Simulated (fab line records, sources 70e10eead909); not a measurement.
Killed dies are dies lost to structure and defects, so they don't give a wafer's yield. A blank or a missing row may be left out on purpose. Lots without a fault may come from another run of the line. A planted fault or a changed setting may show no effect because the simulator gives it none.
Which tool did it? | flow nand_harc | 6 lots, 16 wafers sampled, at 2 steps of a route of 1302

WHAT THE GAUGES READ, wafer by wafer
NHARC_A_M1_THK_MEAS_24: measures by xrf.
lot  | measured     | on            | thk_nm (nm)
L487 | day 23 10:53 | film_metro-01 | 154.1 154.2 153.6
L491 | day 24 21:16 | film_metro-01 | 156.2 155.6 156.0
L494 | day 26 22:44 | film_metro-01 | 153.1
L501 | day 28 16:24 | film_metro-01 | 156.9 150.8 158.4
L502 | day 30 13:38 | film_metro-02 | 158.0 152.9 155.1
L506 | day 32 08:16 | film_metro-02 | 156.4 152.5 152.8

WHICH TOOL RAN EACH LOT (tool, then ch and the chambers of the sampled wafers, then the start)
lot  | NHARC_A_M1_ANNEAL_31
L487 | rtp_anneal-02 ch 0, day 23 10:14
L491 | rtp_anneal-02 ch 0, day 24 20:43
L494 | rtp_anneal-02 ch 0, day 26 22:16
L501 | rtp_anneal-02 ch 0, day 28 15:51
L502 | rtp_anneal-01 ch 0, day 30 13:08
L506 | rtp_anneal-01 ch 0, day 32 07:37
- NHARC_A_M1_ANNEAL_31: time 90 s.

THE ANSWER, worked out from the rows above alone
Rule: what is usual is taken from the lots themselves. Put in order of their means at a reading, lots are off if they are a third of the lots or fewer, leave a main group of 4 or more, and stand apart from it by a gap of 3 or more times the standard deviation of the main group's means; of several such gaps the widest counts. A main group whose means are all the same, to the digits that the tables above print for the reading, isn't used. A lot without any number at a reading at which 4 lots or more have one is off too. The other lots that the step has rows for count as sound.
No lot is off at any reading shown: from this, nothing can be told.

WHAT THE SIMULATOR HAD PUT IN
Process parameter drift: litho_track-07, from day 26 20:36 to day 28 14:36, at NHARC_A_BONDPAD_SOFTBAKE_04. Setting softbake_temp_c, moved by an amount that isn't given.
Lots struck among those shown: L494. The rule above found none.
